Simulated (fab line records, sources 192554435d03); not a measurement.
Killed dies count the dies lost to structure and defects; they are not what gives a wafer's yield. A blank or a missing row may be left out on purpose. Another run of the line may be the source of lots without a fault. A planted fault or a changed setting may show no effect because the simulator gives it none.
fab line records | flow n5-finfet
[record] lots = 5 | wafers = 15 | last-day = 19
route steps=1938 shown GATE_CUT@502 MOL_CONTACT_COAG@517 BEOL_M4@1111 PASSIVATION@1936
lots that met no fault: from a run of the same line without faults
start-h: the number of hours between the record's first day and the start of the first shown wafer of the lot | wait-h: hours from the lot's prior step to this one | " repeats the value in the row above | L1.1+2: a row that stands for several wafers | - no value, or no start was given | * or withheld: withheld | < > ~ a bound
route shown NAME@n: a module of which the file shows steps, and the number in the route of the first | usual: average and standard deviation across the fault-free wafers | same: alike in all rows | chamber/n: place in a boat | sites: each site's reading | _std_site: the values' standard deviation | _edge_site: mean of outer sites minus mean of inner sites | radius-mm: how far each site lies from the wafer's centre | mask NAME#n: copy n | behind: the last tool/chamber to shape the wafer | hold: cause of the lot's hold/its duration in hours/its outcome | device: whichever transistor did not switch (one of n, p or np) | end of line: the same wafers' tests at the end of the route | a step with no rows: only its recipe | killed: the dies lost at the first sort to structure and to defects; this is not the yield of the wafer | map: per-die view of a wafer (x killed, . not killed, _ where there is no die)
set.NAME: setting as actually run; set.NAME@STEP: the setting as run at that earlier step | model.NAME: the simulator's own value behind a step, which no gauge read
certain route steps with their lots: each step a table, each wafer a row
services: when a tool's chamber went out of use (start-h, in hours from the record's first day, below 0 if earlier), for how many hours, and the reason
[[steps]]
[step N5_GATE_CUT_CUT_ETCH_55]
[recipe] chemistry = BCl3 | target = HfO2 | mask-material = SiO2 | target-depth-a = 32 | ion-energy-ev = 30 | pressure-mtorr = 5 | icp-w = 450 | bias-w = 18 | bcl3-flow-sccm = 80
[step N5_GATE_CUT_ETCH_47]
[recipe] chemistry = Cl2/BCl3 | target = SiO2 | target-depth-a = 100 | pressure-mtorr = 10 | icp-w = 1000 | bias-w = 126 | Cl2_flow_sccm = 53.25 | bcl3-flow-sccm = 21.75 | Ar_flow_sccm = 25
[step N5_GATE_CUT_VAPOR_ETCH_48]
[recipe] chemistry = BCl3/Cl2 | target = TiN | mode = isotropic
[usual] drypump-motor-current-A = 5.7/0.42 | he-backside-leak-sccm = 3.40/0.27 | oes-product-au = 0.80/0.08
lot.wafer | tool         | chamber | start-h | wait-h | drypump-motor-current-A | he-backside-leak-sccm | oes-product-au
L405.1    | rie-metal-02 | 1       | 129.82  | 0.1    | 6.1                     | 3.53                  | 0.73
L405.2    | "            | 1       | "       | "      | 6.1                     | 3.47                  | 0.73
L405.4    | "            | 1       | "       | "      | 6.1                     | 3.40                  | 0.73
L411.1    | rie-metal-02 | 0       | 167.12  | 0.0    | 5.6                     | 3.47                  | 0.76
L411.3    | "            | 0       | "       | "      | 5.6                     | 3.48                  | 0.74
L411.6    | "            | 0       | "       | "      | 5.6                     | 3.52                  | 0.76
L414.1    | rie-metal-01 | 1       | 182.25  | 0.0    | 5.3                     | 3.11                  | 0.86
L414.5    | "            | 0       | "       | "      | 5.3                     | 3.51                  | 0.87
L414.6    | "            | 1       | "       | "      | 5.3                     | 3.00                  | 0.86
L419.1    | rie-metal-03 | 0       | 210.66  | 0.0    | 5.6                     | 3.18                  | 0.73
L419.4    | "            | 0       | "       | "      | 5.6                     | 3.04                  | 0.73
L419.5    | "            | 1       | "       | "      | 6.5                     | 3.48                  | 0.91
L420.1    | rie-metal-02 | 0       | 222.54  | 0.0    | 5.6                     | 3.53                  | 0.75
L420.2    | "            | 1       | "       | "      | 6.1                     | 3.52                  | 0.71
L420.3    | "            | 0       | "       | "      | 5.6                     | 3.58                  | 0.75
[step N5_GATE_CUT_VAPOR_ETCH_49]
[recipe] chemistry = BCl3/Cl2 | target = TiAlC | mode = isotropic
[usual] drypump-motor-current-A = 5.8/0.41 | he-backside-leak-sccm = 3.4/0.3 | oes-product-au = 0.80/0.079
lot.wafer | tool         | chamber | start-h | wait-h | drypump-motor-current-A | he-backside-leak-sccm | oes-product-au
L405.1    | rie-metal-02 | 1       | 129.88  | 0.1    | 6.1                     | 3.4                   | 0.73
L405.2    | "            | 1       | "       | "      | 6.1                     | 3.5                   | 0.73
L405.4    | "            | 1       | "       | "      | 6.1                     | 3.6                   | 0.73
L411.1    | rie-metal-02 | 0       | 167.15  | 0.0    | 5.6                     | 3.5                   | 0.76
L411.3    | "            | 0       | "       | "      | 5.6                     | 3.5                   | 0.76
L411.6    | "            | 0       | "       | "      | 5.6                     | 3.5                   | 0.76
L414.1    | rie-metal-01 | 1       | 182.28  | 0.0    | 5.3                     | 3.4                   | 0.84
L414.5    | "            | 0       | "       | "      | 5.3                     | 3.3                   | 0.86
L414.6    | "            | 1       | "       | "      | 5.3                     | 3.1                   | 0.85
L419.1    | rie-metal-03 | 0       | 210.69  | 0.0    | 5.6                     | 3.1                   | 0.74
L419.4    | "            | 0       | "       | "      | 5.6                     | 3.3                   | 0.73
L419.5    | "            | 1       | "       | "      | 6.5                     | 3.3                   | 0.91
L420.1    | rie-metal-02 | 0       | 222.57  | 0.0    | 5.6                     | 3.5                   | 0.75
L420.2    | "            | 1       | "       | "      | 6.1                     | 3.5                   | 0.71
L420.3    | "            | 0       | "       | "      | 5.6                     | 3.4                   | 0.76
[step N5_GATE_CUT_VAPOR_ETCH_51]
[recipe] chemistry = BCl3/Cl2 | target = HfO2 | mode = isotropic
[usual] drypump-motor-current-A = 5.7/0.41 | he-backside-leak-sccm = 3.38/0.24 | oes-product-au = 0.80/0.08
lot.wafer | tool         | chamber | start-h | wait-h | drypump-motor-current-A | he-backside-leak-sccm | oes-product-au
L405.1    | rie-metal-02 | 1       | 129.94  | 0.1    | 6.1                     | 3.46                  | 0.73
L405.2    | "            | 1       | "       | "      | 6.1                     | 3.48                  | 0.73
L405.4    | "            | 1       | "       | "      | 6.1                     | 3.57                  | 0.73
L411.1    | rie-metal-02 | 0       | 167.18  | 0.0    | 5.6                     | 3.55                  | 0.75
L411.3    | "            | 0       | "       | "      | 5.6                     | 3.51                  | 0.75
L411.6    | "            | 0       | "       | "      | 5.6                     | 3.35                  | 0.75
L414.1    | rie-metal-01 | 1       | 182.31  | 0.0    | 5.2                     | 3.30                  | 0.85
L414.5    | "            | 0       | "       | "      | 5.3                     | 3.53                  | 0.87
L414.6    | "            | 1       | "       | "      | 5.3                     | 3.22                  | 0.85
L419.1    | rie-metal-03 | 0       | 210.72  | 0.0    | 5.6                     | 3.08                  | 0.74
L419.4    | "            | 0       | "       | "      | 5.6                     | 3.19                  | 0.74
L419.5    | "            | 1       | "       | "      | 6.4                     | 3.10                  | 0.91
L420.1    | rie-metal-02 | 0       | 222.60  | 0.0    | 5.6                     | 3.39                  | 0.75
L420.2    | "            | 1       | "       | "      | 6.1                     | 3.47                  | 0.71
L420.3    | "            | 0       | "       | "      | 5.6                     | 3.48                  | 0.75
[step N5_GATE_CUT_STRIP_21]
[recipe] chemistry = N2/H2 | time-s = 30 | power-w = 1000 | temp-c = 250 | pressure-mtorr = withheld | n2-flow-sccm = 1750 | h2-flow-sccm = 3250
[step N5_GATE_CUT_STRIP_29]
[recipe] chemistry = post-etch-residue-remover | time-s = 60 | temp-c = 25 | remover-ph = withheld | remover-water-wt-pct = withheld | remover-fluoride-wt-pct = withheld
[step N5_GATE_CUT_SRD_52]
[recipe] dry = ipa-marangoni | time-s = 30 | temp-c = 23 | rinse-liquid = diw
[step N5_GATE_CUT_ALD_22]
[recipe] material = SiNx | target-thk-a = 160 | temp-c = 400 | ald-precursor-family = SiH2I2 | ald-co-reactant = N2/H2-plasma | pulse-time-s = 1 | ald-cycles = 320 | purge-time-s = 2 | co-reactant-purge-time-s = 2 | pressure-torr = 2
[usual] heater-power-w = 873/59 | precursor-pulse-height-rel = 1.001/0.019
[same] co-reactant-purge-time-s = 2
lot.wafer | tool       | chamber | start-h | wait-h | heater-power-w | precursor-pulse-height-rel
L405.1    | ald-sin-01 | 2       | 130.17  | 0.0    | 888            | 1.014
L405.2    | "          | 3       | "       | "      | 937            | 0.982
L405.4    | "          | 0       | "       | "      | 908            | 1.014
L411.1    | ald-sin-01 | 2       | 167.96  | 0.6    | 885            | 1.008
L411.3    | "          | 0       | "       | "      | 907            | 0.995
L411.6    | "          | 3       | "       | "      | 909            | 0.975
L414.1    | ald-sin-01 | 0       | 183.18  | 0.7    | 922            | 0.992
L414.5    | "          | 1       | "       | "      | 948            | 1.004
L414.6    | "          | 0       | "       | "      | 906            | 1.021
L419.1    | ald-sin-03 | 1       | 210.93  | 0.0    | 807            | 1.018
L419.4    | "          | 3       | "       | "      | 782            | 0.988
L419.5    | "          | 1       | "       | "      | 804            | 1.016
L420.1    | ald-sin-03 | 1       | 222.81  | 0.0    | 821            | 0.992
L420.2    | "          | 0       | "       | "      | 794            | 0.999
L420.3    | "          | 2       | "       | "      | 908            | 1.001
[step N5_GATE_CUT_CMP_23]
[recipe] stop-on = SiO2 | t-overpolish-s = 23.4 | post-cmp-clean = alkaline-brush | down-force-psi = 2.5 | platen-rpm = 51.8 | pad-velocity-m-s = 1.0307 | target-thk-nm = 16
[usual] motor-current-A = 9.0/0.76 | overpolish-run-s = 23.399/0.0083 | time-to-endpoint-s = 19.9/2.5
lot.wafer | tool   | chamber | start-h | wait-h | motor-current-A | overpolish-run-s | time-to-endpoint-s
L405.1    | cmp-02 | 0       | 131.70  | 0.8    | 7.8             | 23.413           | 16.8
L405.4    | "      | 1       | "       | "      | 9.3             | 23.402           | 19.3
L405.2    | "      | 2       | "       | "      | 8.3             | 23.408           | 15.1
L411.3    | cmp-03 | 1       | 169.49  | 0.8    | 9.2             | 23.387           | 20.1
L411.1    | "      | 2       | "       | "      | 8.9             | 23.388           | 24.0
L411.6    | "      | 0       | "       | "      | 8.3             | 23.398           | 21.7
L414.1    | cmp-04 | 0       | 184.67  | 0.8    | 9.5             | 23.394           | 18.3
L414.6    | "      | 0       | "       | "      | 9.8             | 23.404           | 18.9
L414.5    | "      | 1       | "       | "      | 9.4             | 23.399           | 17.2
L419.4    | cmp-04 | 1       | 212.49  | 0.8    | 9.5             | 23.401           | 16.4
L419.1    | "      | 2       | "       | "      | 8.9             | 23.404           | 18.7
L419.5    | "      | 0       | "       | "      | 9.1             | 23.389           | 18.5
L420.2    | cmp-03 | 1       | 224.34  | 0.8    | 8.9             | 23.389           | 22.1
L420.1    | "      | 2       | "       | "      | 8.8             | 23.395           | 22.8
L420.3    | "      | 3       | "       | "      | 11.3            | 23.393           | 24.6
[step N5_GATE_CUT_THK_MEAS_24]
[recipe] reads = SiO2_of_GATE_CUT_HM_DEP_46+SiO2_flowable_of_ILD0_FCVD_FILL_01
[usual] GC_FILL_THK = 219.4/1.9
lot.wafer | tool          | chamber | start-h | wait-h | GC_FILL_THK[nm]
L405.1    | film-metro-01 | -       | 131.96  | -      | 221.3
L405.2    | "             | -       | "       | "      | 216.8
L405.4    | "             | -       | "       | "      | 220.6
L411.1    | film-metro-02 | -       | 169.74  | -      | 220.7
L411.3    | "             | -       | "       | "      | 220.0
L411.6    | "             | -       | "       | "      | 219.6
L414.1    | film-metro-02 | -       | 184.97  | -      | 220.9
L414.5    | "             | -       | "       | "      | 221.8
L414.6    | "             | -       | "       | "      | 223.1
L419.1    | film-metro-02 | -       | 212.71  | -      | 217.3
L419.4    | "             | -       | "       | "      | 220.4
L419.5    | "             | -       | "       | "      | 222.3
L420.1    | film-metro-01 | -       | 224.59  | -      | 220.7
L420.2    | "             | -       | "       | "      | 214.6
L420.3    | "             | -       | "       | "      | 218.3
[step N5_GATE_CUT_CMP_43]
[recipe] material = SiO2 | post-cmp-clean = rinse-only
[step N5_GATE_CUT_CMP_61]
[recipe] stop-on = SiNx | t-overpolish-s = 3 | post-cmp-clean = alkaline-brush | down-force-psi = 4 | platen-rpm = 27.09 | pad-velocity-m-s = 0.539
[usual] motor-current-A = 11.7/1.2
lot.wafer | tool   | chamber | start-h | wait-h | motor-current-A
L405.2    | cmp-03 | 0       | 132.47  | 0.4    | 11.2
L405.1    | "      | 2       | "       | "      | 12.2
L405.4    | "      | 3       | "       | "      | 14.1
L411.1    | cmp-02 | 3       | 170.25  | 0.4    | 10.6
L411.3    | "      | 0       | "       | "      | 10.5
L411.6    | "      | 3       | "       | "      | 10.4
L414.1    | cmp-03 | 1       | 185.57  | 0.2    | 12.6
L414.5    | "      | 2       | "       | "      | 12.0
L414.6    | "      | 3       | "       | "      | 14.2
L419.4    | cmp-02 | 0       | 213.22  | 0.4    | 9.9
L419.1    | "      | 2       | "       | "      | 11.8
L419.5    | "      | 0       | "       | "      | 10.0
L420.2    | cmp-04 | 0       | 225.10  | 0.4    | 12.6
L420.1    | "      | 1       | "       | "      | 13.0
L420.3    | "      | 2       | "       | "      | 11.7
[step N5_GATE_CUT_INSPECT_26]
[recipe] inspect-instrument = darkfield | mode = post-cmp
[usual] raw-defect-count = 40/16
lot.wafer | tool              | chamber | start-h | wait-h | raw-defect-count
L405.1    | defect-inspect-02 | -       | 132.70  | 0.0    | 37
L405.2    | "                 | -       | "       | "      | 34
L405.4    | "                 | -       | "       | "      | 29
L411.1    | defect-inspect-01 | -       | 170.48  | 0.0    | 48
L411.3    | "                 | -       | "       | "      | 44
L411.6    | "                 | -       | "       | "      | 60
L414.1    | defect-inspect-01 | -       | 185.71  | 0.0    | 1116
L414.5    | "                 | -       | "       | "      | 16
L414.6    | "                 | -       | "       | "      | 26
L419.1    | defect-inspect-01 | -       | 213.45  | 0.0    | 28
L419.4    | "                 | -       | "       | "      | 44
L419.5    | "                 | -       | "       | "      | 38
L420.1    | defect-inspect-02 | -       | 225.33  | 0.0    | 65
L420.2    | "                 | -       | "       | "      | 50
L420.3    | "                 | -       | "       | "      | 65
[step N5_MOL_CONTACT_COAG_COAT_103]
[recipe] resist = SOC | temp-c = 250 | time-s = 60 | spin-rpm = 1500 | resist-thk-nm = 80
[step N5_BEOL_M4_RC_MEAS_101]
[usual] DIBL_N = 36.2/1.2 | DIBL_P = 36.3/1.3 | IOFF_N = 0.155/0.019 | IOFF_P = 0.210/0.029 | ION_N = 677/8.6 | ION_P = 465/6.8 | SS_N = 71.4/0.48 | SS_P = 73.2/0.53 | VT_N = 249.9/2.4 | VT_P = -250/3.2
lot.wafer | tool      | chamber | start-h | wait-h | DIBL_N[mV/V] | DIBL_P[mV/V] | IOFF_N[nA/um] | IOFF_P[nA/um] | ION_N[uA/um] | ION_P[uA/um] | SS_N[mV/dec] | SS_P[mV/dec] | VT_N[mV] | VT_P[mV]
L405.1    | prober-01 | 0       | 232.84  | 0.0    | 36.4         | 37.0         | 0.159         | 0.197         | 686          | 463          | 71.4         | 73.9         | 250.7    | -251
L405.2    | "         | 0       | "       | "      | 35.2         | 35.6         | 0.133         | 0.174         | 665          | 456          | 71.6         | 73.4         | 254.6    | -254
L405.4    | "         | 0       | "       | "      | 35.6         | 36.2         | 0.152         | 0.194         | 684          | 465          | 70.9         | 73.7         | 253.3    | -252
L411.1    | prober-01 | 0       | 268.04  | 0.0    | 37.6         | 37.0         | 0.171         | 0.230         | 692          | 474          | 71.4         | 73.7         | 246.2    | -246
L411.3    | "         | 0       | "       | "      | 37.6         | 36.6         | 0.167         | 0.227         | 694          | 476          | 71.3         | 73.4         | 246.9    | -247
L411.6    | "         | 0       | "       | "      | 36.6         | 35.2         | 0.147         | 0.206         | 686          | 472          | 71.2         | 72.7         | 247.4    | -248
L414.1    | prober-01 | 0       | 280.71  | 0.0    | 35.1         | 35.7         | 0.141         | 0.174         | 672          | 456          | 71.4         | 73.3         | 253.6    | -255
L414.5    | "         | 0       | "       | "      | 34.8         | 34.8         | 0.125         | 0.171         | 658          | 455          | 71.3         | 73.1         | 253.4    | -255
L414.6    | "         | 0       | "       | "      | 35.8         | 35.9         | 0.143         | 0.172         | 659          | 451          | 72.1         | 72.5         | 250.9    | -257
L419.1    | prober-02 | 0       | 308.00  | 0.0    | 36.2         | 34.6         | 0.127         | 0.179         | 657          | 455          | 71.8         | 72.6         | 254.6    | -251
L419.4    | "         | 0       | "       | "      | 38.5         | 38.3         | 0.184         | 0.237         | 684          | 466          | 72.1         | 73.5         | 246.3    | -250
L419.5    | "         | 0       | "       | "      | 36.4         | 34.6         | 0.132         | 0.179         | 663          | 458          | 70.8         | 71.6         | 250.5    | -254
L420.1    | prober-02 | 0       | 329.04  | 0.0    | 36.2         | 35.4         | 0.151         | 0.202         | 671          | 464          | 71.4         | 73.1         | 249.5    | -252
L420.2    | "         | 0       | "       | "      | 35.7         | 35.3         | 0.148         | 0.196         | 665          | 455          | 71.2         | 72.5         | 251.8    | -252
L420.3    | "         | 0       | "       | "      | 38.5         | 37.9         | 0.202         | 0.232         | 680          | 461          | 72.1         | 74.5         | 247.8    | -252
[step N5_PASSIVATION_PROBE_49]
[usual] defect-limited-yield = 91.2/1.4 | killed_at_M0_to_M3 = 34/10 | killed_at_M4_up = 13/5.1 | killed-at-contacts = 12/6.5 | killed-at-front-end = 41/11 | killed-at-other = 4/3.3 | killed-dies = 104/16 | killed-on-rim = 14/3.9 | killed-open = 69/13 | killed-short = 33/7 | sort_bin_5_function = 5.1/0.91 | sort_bin_6_memory = 3.3/0.69 | sort-n-pass = 1076/16 | sort-yield-pct = 91.2/1.4
[same] gross-dies = 1180 | killed-at-back-side = 0 | sort_bin_4_leakage[%] = 0 | sort_bin_8_speed[%] = 0
lot.wafer | tool      | chamber | start-h | wait-h | defect-limited-yield[%] | killed_at_M0_to_M3 | killed_at_M4_up | killed-at-contacts | killed-at-front-end | killed-at-other | killed-dies | killed-on-rim | killed-open | killed-short | sort_bin_5_function[%] | sort_bin_6_memory[%] | sort-n-pass | sort-yield-pct[%]
L414.1    | prober-02 | -       | 376.53  | 0.0    | 37.6                    | 20                 | 5               | 16                 | 693                 | 2               | 736         | 97            | 43          | 14           | 40.7                   | 18.1                 | 444         | 37.6
// killed by level:class
L414.1 GATE_CUT:unspecified=679 MOL_CONTACT_COAG:geometric-particle:open=14 BEOL_M0_SAQP:geometric-particle:open=7 BEOL_M2:geometric-particle:open=4 STI_FIN_REVEAL:geometric-particle:open=3 GATE_CUT:geometric-particle:short=3 BEOL_M0_SAQP:geometric-particle:short=3 BEOL_M0:geometric-particle:open=3
// map L414.1 (x killed, . not)
_________________x.xxx...xx.x________________
______________x.xx.xxxx.xxxxx.xx_____________
___________x..x..x.x...x.xx.xx.xx.x__________
__________xx...x.xxx....x.x...xxx..x_________
________.x.x.x.xxxx.x..xxxxx.xx..x.xx._______
_______xxxx..xxx.xxxx...xx..x.xx..xxx..______
______xxxxxxxx.xxxxxxxx..xxx.xx.x..x..x._____
_____..x.xxxxxxx.xx.x.xxx..x.xxx..x.x....____
____xx.xx.x.xx.xx.x.xxx.x.x.xx.x..xxx....x___
___xx...x..xx.xxx.xx..x..x.x....xxxxx.xxx.x__
___xxxxxx..xxx.xxx.xxxxx.xxxxx.x.xx.xxx.xxx__
__xxxxx.xxx.xx.x.xxxx.x.xx.xx.x.x.xxx.xxxxx._
__...xx...xxxx..xxxxxxx.xxx..xxx.x.xxxx..xxx_
_xxx.x.xx.xx...xx.x.xx.xxxxxxxxxx.x.x..xxxxxx
_xx.xx.x..x.xxxxxx..xxx.xxxxxxxxx..x.xxx.x.x.
_x.xxxxxxxxx.xxxxx...xxx.x..xxxxx...xxx.x....
_xxx..x.....xxxxx.xxxxx.xxx.x.x.xx..x.xx.x.xx
_xx.xx.x.x.xxx...xx.xxxxx.xxx..xx.xxx.x.xx.xx
_xxxx.xx...xx.xx..xxx.xx....x.x...x.xx.xxx.xx
_xx.x.....x.xxx.x..xxxx..x.xxx..xxx.xxxx.xxxx
_.xxxx.x..xxxxx.x.xxxxxx.xxxxxx....xx.xx.xxxx
__x..xxx....x.xxxx.xx.x..x..xx.x.xx...x.xx.._
__x.xxxxx..xxxxxxx.x..x..x.x..x.xx.xx.x..x.._
___xx..xxx.x.xx.x.x.xxx.xxx.xx.xx.xxxx..xxx__
___.x.xxxx....x.xx..xxxx.xx.xx..xxx....xx.x__
____..xx....xxx.xx.xxxx......xx.xx..x.....___
_____.xx.xxxxxxxx...x.xx.xx.xxxxxxxx.xxxx____
______xx.xxxxx.xxxx..xxxxxxx.xx.x.xxxxxx_____
_______xxx.x..x.xxx..x..xx.xxx.x.xxx.xx______
________xxxxx.x...x.x..xx.x.xx.x.xxxx._______
__________.xxx..xxxxx.x.xx.x..x..x.._________
___________..xxx.xxxxxxxxx..x.x.xxx__________
______________x.xx.x..xxxxx...x._____________
_________________x..x.xx.xx.x________________
// map L405.1 (x killed, . not)
_________________.x.....x...x________________
______________.............xx..._____________
___________......x.............x...__________
__________........x...xxx..........._________
________......................x..xx..._______
_______.x.x..x...x.....................______
______............xx..x................._____
_____......x........x..x.....x...x......x____
____...........x.............x............___
___x.............x..x.........x............__
___......x....x.........x..x...............__
__.......xx............x.........xx........._
__..x..x.x.x.x.......x......x..............._
_....................x.x....x........x.......
_....................x.x...........x.........
_...............x..........x...........x.....
_...x.............x.....x........x...x.......
_x....................x.....x................
_.x...xx..........x.......xx.......x.....x..x
_..xx..................x............xx......x
_.................xx........x.....x.....x....
__..x.x..x.......x..................x......._
__.x......x...............x................._
___...x.x......xx.......x.............x....__
___..x......x.......x....xx...........x.x..__
____......x......x.......x................___
_____...............x.x..x.......x...x...____
______...........................x.x...._____
_______...x...x............x.......x..x______
________....x..........x.....x........_______
__________........x.xx...........x.x_________
___________......................x.__________
______________......x....x......_____________
_________________x.....x..x..________________
[[services]]
tool         | chamber | start-h | hours | kind
rie-metal-03 | 1       | 127.10  | -     | clean
rie-metal-03 | 1       | 127.10  | 25.3  | scheduled-down
rie-metal-03 | 1       | 127.10  | 25.3  | vent-cycle
rie-metal-02 | 0       | 129.10  | 1.5   | repair
cmp-02       | -       | 129.15  | 2.0   | repair
rie-metal-01 | -       | 136.82  | 1.2   | repair
rie-metal-02 | 1       | 138.88  | 2.5   | repair
rie-metal-02 | 0       | 142.22  | 4.0   | repair
cmp-04       | -       | 163.51  | 2.6   | repair
rie-metal-02 | -       | 175.48  | 15.6  | pm
ald-sin-01   | -       | 177.28  | 1.1   | repair
cmp-04       | -       | 179.49  | 2.6   | pm
cmp-02       | -       | 184.37  | 4.0   | pm
cmp-03       | -       | 186.39  | 4.2   | pm
cmp-02       | -       | 188.37  | -     | consumable-replace:conditioner
cmp-02       | -       | 188.37  | -     | consumable-replace:pad
rie-metal-02 | -       | 191.08  | 4.3   | pm
cmp-04       | -       | 194.34  | 2.0   | repair
cmp-04       | -       | 199.97  | 3.2   | repair
ald-sin-01   | 3       | 200.20  | 3.2   | repair
rie-metal-02 | -       | 200.62  | 0.2   | repair
rie-metal-02 | -       | 224.15  | 0.5   | repair
[[key]]
[first-sign] step = N5_GATE_CUT_INSPECT_26 | reading = raw-defect-count | direction = up | sigmas = 67 | usual = 40 | struck = 1116
[effect] step = N5_PASSIVATION_PROBE_49 | reading = killed-at-front-end | direction = up | sigmas = 58 | usual = 41 | struck = 693
[more-kills-born-at] N5_GATE_CUT_CMP_61@cmp-03 = 679
met-at N5_GATE_CUT_CMP_61
struck-wafers L414.1
[fault] kind = chamber-particle-source | tool = cmp-03 | chamber = 1 | onset-h = 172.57 | steps = N5_GATE_CUT_CMP_61 | rate-per-visit-cm2 = 1.7421 | end-h = 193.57
